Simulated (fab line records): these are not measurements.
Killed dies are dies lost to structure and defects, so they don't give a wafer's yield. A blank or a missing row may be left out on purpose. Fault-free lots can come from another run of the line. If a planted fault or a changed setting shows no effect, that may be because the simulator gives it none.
Split-lot trial :: flow n5 finfet :: on a route of 1938 steps: 7 lots, 21 wafers read

## ABOUT THE SPLIT
At N5_FIN_CUT_COAT_19 (time 60 s, resist thk 20 nm), the setting spin rpm was moved away from the recipe's 1500 rpm on 9 of the 21 wafers read, by -9.1% to +8.6%. For the rest of the wafers, this setting stayed at what the recipe calls for.

## FROM THE SPLIT TO THE READING: what the file shows between them, 4 steps
- N5_FIN_CUT_COAT_29: time 60 s, resist thk 10 nm
- N5_FIN_CUT_COAT_02: resist thk 30 nm
- N5_FIN_CUT_DESCUM_13: chemistry O2, time 7 s
- N5_FIN_CUT_ETCH_30: etches underlayer in N2/H2, target depth 13 nm, time 10.4 s

## THE READING
etch.depth nm (the simulator's own value, which no gauge read), in nm, at N5_FIN_CUT_ETCH_20 (etches SiARC in CF4, target depth 26 nm, time 43.3 s). There is no usual value for it anywhere in the file. Here, 12 wafers ran the recipe; their average is 20.00 nm with a standard deviation of 0.06 nm.

wafer: L074.4
tool, chamber at the split: litho track-05, 0
spin rpm as run, rpm: 1433
against the recipe: -4.5%
etch.depth nm, nm: 20.41
against lot-mates on the recipe: +0.46

wafer: L074.5
tool, chamber at the split: litho track-05, 0
spin rpm as run, rpm: 1500
against the recipe: recipe
etch.depth nm, nm: 19.95
against lot-mates on the recipe: -

wafer: L074.6
tool, chamber at the split: litho track-05, 0
spin rpm as run, rpm: 1433
against the recipe: -4.5%
etch.depth nm, nm: 20.44
against lot-mates on the recipe: +0.49

wafer: L076.1
tool, chamber at the split: litho track-05, 0
spin rpm as run, rpm: 1500
against the recipe: recipe
etch.depth nm, nm: 19.97
against lot-mates on the recipe: -

wafer: L076.2
tool, chamber at the split: litho track-05, 0
spin rpm as run, rpm: 1412
against the recipe: -5.9%
etch.depth nm, nm: 20.57
against lot-mates on the recipe: +0.60

wafer: L076.6
tool, chamber at the split: litho track-05, 0
spin rpm as run, rpm: 1412
against the recipe: -5.9%
etch.depth nm, nm: 20.61
against lot-mates on the recipe: +0.64

wafer: L080.1
tool, chamber at the split: litho track-02, 0
spin rpm as run, rpm: 1500
against the recipe: recipe
etch.depth nm, nm: 19.92
against lot-mates on the recipe: -

wafer: L080.2
tool, chamber at the split: litho track-02, 0
spin rpm as run, rpm: 1364
against the recipe: -9.1%
etch.depth nm, nm: 20.88
against lot-mates on the recipe: +0.95

wafer: L080.5
tool, chamber at the split: litho track-02, 0
spin rpm as run, rpm: 1500
against the recipe: recipe
etch.depth nm, nm: 19.93
against lot-mates on the recipe: -

wafer: L084.2
tool, chamber at the split: litho track-02, 0
spin rpm as run, rpm: 1500
against the recipe: recipe
etch.depth nm, nm: 20
against lot-mates on the recipe: -

wafer: L084.3
tool, chamber at the split: litho track-02, 0
spin rpm as run, rpm: 1500
against the recipe: recipe
etch.depth nm, nm: 20.08
against lot-mates on the recipe: -

wafer: L084.6
tool, chamber at the split: litho track-02, 0
spin rpm as run, rpm: 1500
against the recipe: recipe
etch.depth nm, nm: 20.06
against lot-mates on the recipe: -

wafer: L088.1
tool, chamber at the split: litho track-05, 0
spin rpm as run, rpm: 1500
against the recipe: recipe
etch.depth nm, nm: 19.98
against lot-mates on the recipe: -

wafer: L088.2
tool, chamber at the split: litho track-05, 0
spin rpm as run, rpm: 1500
against the recipe: recipe
etch.depth nm, nm: 19.95
against lot-mates on the recipe: -

wafer: L088.5
tool, chamber at the split: litho track-05, 0
spin rpm as run, rpm: 1629
against the recipe: +8.6%
etch.depth nm, nm: 19.1
against lot-mates on the recipe: -0.86

wafer: L093.1
tool, chamber at the split: litho track-01, 0
spin rpm as run, rpm: 1546
against the recipe: +3.1%
etch.depth nm, nm: 19.82
against lot-mates on the recipe: -0.26

wafer: L093.3
tool, chamber at the split: litho track-01, 0
spin rpm as run, rpm: 1500
against the recipe: recipe
etch.depth nm, nm: 20.1
against lot-mates on the recipe: -

wafer: L093.6
tool, chamber at the split: litho track-01, 0
spin rpm as run, rpm: 1500
against the recipe: recipe
etch.depth nm, nm: 20.06
against lot-mates on the recipe: -

wafer: L097.1
tool, chamber at the split: litho track-02, 0
spin rpm as run, rpm: 1441
against the recipe: -3.9%
etch.depth nm, nm: 20.43
against lot-mates on the recipe: +0.39

wafer: L097.2
tool, chamber at the split: litho track-02, 0
spin rpm as run, rpm: 1441
against the recipe: -3.9%
etch.depth nm, nm: 20.42
against lot-mates on the recipe: +0.38

wafer: L097.6
tool, chamber at the split: litho track-02, 0
spin rpm as run, rpm: 1500
against the recipe: recipe
etch.depth nm, nm: 20.04
against lot-mates on the recipe: -

THE FIT
A straight line over all 21 wafers: etch.depth nm changes by -0.0987 nm for each +1% of spin rpm; r = -0.99; the points scatter about the line by 0.058 nm.
The same after taking each lot's own level away (the mean of its wafers on the recipe; 21 wafers): -0.102 nm for each +1%; r = -1.00; scatter 0.024 nm.
The reading moves by 0.93 nm for the largest change in spin rpm, on that fit.
Measured against the standard deviation above, the lots' own levels, which go from 19.925 to 20.080 nm, span 2.6 times it.
Hence the lot-to-lot level has little effect on the slope; both slopes agree.
Check: +0.928 nm against its lot-mates is what the line predicts for one of the wafers moved furthest among these (-9.1%) when that wafer is left out of the fit. It came out at +0.955 nm against them.

## ADDITIONAL SPLITS CARRIED BY THESE WAFERS
Note: prior to the reading, these wafers also went through further splits. Each is held against what the fit with the lots' levels taken away leaves over:
other split on the same wafers: N5_FIN_SAQP_FIN_ETCH_36 icp w
wafers away from the commonest value: 6
r with etch.depth nm (lot level and that fit taken away): -0.03

## THE WHOLE CHAIN: every reading that the file lists as answering this split, in the file's order
step: N5_FIN_CUT_COAT_19
what it does: time 60 s, resist thk 20 nm
reading: SiARC_of_FIN_CUT_COAT_19.thk nm (the simulator's own value, which no gauge read)
change (the file's fit): -0.0992 nm for each +1% of the setting
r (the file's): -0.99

step: N5_FIN_CUT_ETCH_20
what it does: etches SiARC in CF4, target depth 26 nm, time 43.3 s
reading: etch.depth nm (the simulator's own value, which no gauge read)
change (the file's fit): -0.103 nm for each +1% of the setting
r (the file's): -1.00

## FILE'S OWN FIT
etch.depth nm changes by -0.103 nm for each +1% of spin rpm, r = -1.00.
